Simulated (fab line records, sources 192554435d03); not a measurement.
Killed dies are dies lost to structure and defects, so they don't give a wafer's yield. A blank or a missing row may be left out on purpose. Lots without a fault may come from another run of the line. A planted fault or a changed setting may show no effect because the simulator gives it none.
One fault seen from 2 desks | flow n5_finfet | each desk has only its own numbers; what lay behind them comes last

THE TOOL OWNER'S DESK: rie_diel-02
The tool's own readings at N5_BEOL_M2_STRIP_36 (strips in N2/H2): means of the sampled wafers that have a number, for each lot that ran on this tool. A lot is out of limits, marked OUT, if its mean lies more than 4 standard deviations from the usual mean; the brackets give that distance.
Columns: A = chamber_pressure_mTorr at N5_BEOL_M2_STRIP_36, usual 20.003 mTorr; B = drypump_motor_current_A at N5_BEOL_M2_STRIP_36, usual 5.9 A; C = oes_product_au at N5_BEOL_M2_STRIP_36, usual 0.74 a.u.; D = rf_vpp_V at N5_BEOL_M2_STRIP_36, usual 59.0 V; E = showerhead_plenum_p_Torr at N5_BEOL_M2_STRIP_36, usual 2.53 Torr; F = throttle_valve_pct at N5_BEOL_M2_STRIP_36, usual 23.6 %
lot  | first seen here | A                        | B   | C    | D    | E    | F
L791 | day 8 02:46     | 25.997 (+99 or more) OUT | 6.2 | 0.77 | 60.1 | 2.58 | 23.4
L794 | day 8 22:42     | 26.020 (+99 or more) OUT | 6.2 | 0.77 | 59.1 | 2.58 | 23.4
L800 | day 11 04:04    | 20.005                   | 5.7 | 0.72 | 59.6 | 2.50 | 23.6
L801 | day 11 17:05    | 20.019                   | 6.3 | 0.77 | 59.2 | 2.58 | 23.5
L807 | day 12 11:17    | 20.009                   | 6.0 | 0.73 | 58.3 | 2.53 | 23.7
L803 | day 12 14:37    | 19.991                   | 5.7 | 0.73 | 58.3 | 2.50 | 23.5
L808 | day 13 07:05    | 19.973                   | 6.4 | 0.75 | 58.2 | 2.59 | 23.2
This desk's finding: out of limits on L791, L794; first on L791, day 8 02:46 (chamber_pressure_mTorr at N5_BEOL_M2_STRIP_36). In limits: L800, L801, L807, L803, L808.

THE METROLOGY DESK
What the gauges read, lot by lot, whatever tool the lot ran on: means of the sampled wafers that have a number. A lot is out of limits, marked OUT, if its mean lies more than 4 standard deviations from the usual mean; the brackets give that distance. Of its 10 readings 7 are shown: those that lie furthest out on some lot.
Columns: A = DIBL_P at N5_BEOL_M4_RC_MEAS_101, usual 36.3 mV/V; B = IOFF_N at N5_BEOL_M4_RC_MEAS_101, usual 0.16 nA/um; C = IOFF_P at N5_BEOL_M4_RC_MEAS_101, usual 0.21 nA/um; D = ION_N at N5_BEOL_M4_RC_MEAS_101, usual 672 uA/um; E = ION_P at N5_BEOL_M4_RC_MEAS_101, usual 459 uA/um; F = SS_N at N5_BEOL_M4_RC_MEAS_101, usual 71.6 mV/dec; G = VT_P at N5_BEOL_M4_RC_MEAS_101, usual -251 mV
lot  | first seen here | A    | B    | C    | D   | E   | F    | G
L788 | day 8 16:58     | 32.7 | 0.12 | 0.15 | 654 | 448 | 70.9 | -254
L791 | day 9 08:29     | 36.8 | 0.16 | 0.21 | 676 | 462 | 71.3 | -250
L794 | day 11 02:29    | 37.9 | 0.19 | 0.21 | 675 | 456 | 72.6 | -253
L800 | day 12 22:51    | 35.6 | 0.15 | 0.21 | 661 | 455 | 71.2 | -250
L801 | day 13 14:58    | 37.7 | 0.16 | 0.22 | 671 | 468 | 71.3 | -247
L804 | day 13 20:22    | 36.7 | 0.17 | 0.19 | 673 | 455 | 71.3 | -253
L807 | day 14 01:46    | 33.9 | 0.14 | 0.17 | 671 | 459 | 71.1 | -252
L803 | day 14 07:01    | 37.4 | 0.20 | 0.23 | 675 | 458 | 71.8 | -250
L808 | day 14 14:23    | 37.0 | 0.19 | 0.22 | 681 | 460 | 71.9 | -249
This desk's finding: nothing out of limits on any of the 9 lots.

PUT TOGETHER
The tool owner's desk could have raised an alarm at day 8 02:46, on L791, L794.
The metrology desk saw nothing out of limits.
The metrology desk has L791, L794 on record, within its limits.
Of the lots named, all ran N5_BEOL_M2_STRIP_36 on rie_diel-02.

WHAT THE SIMULATOR HAD PUT IN
Process parameter drift: rie_diel-02, from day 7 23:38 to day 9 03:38, at N5_BEOL_M2_STRIP_36. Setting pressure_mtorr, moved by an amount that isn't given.
Lots struck among those shown: L791, L794.
Hours from the fault's start to each desk's first reading out of limits: the tool owner's desk, 3.
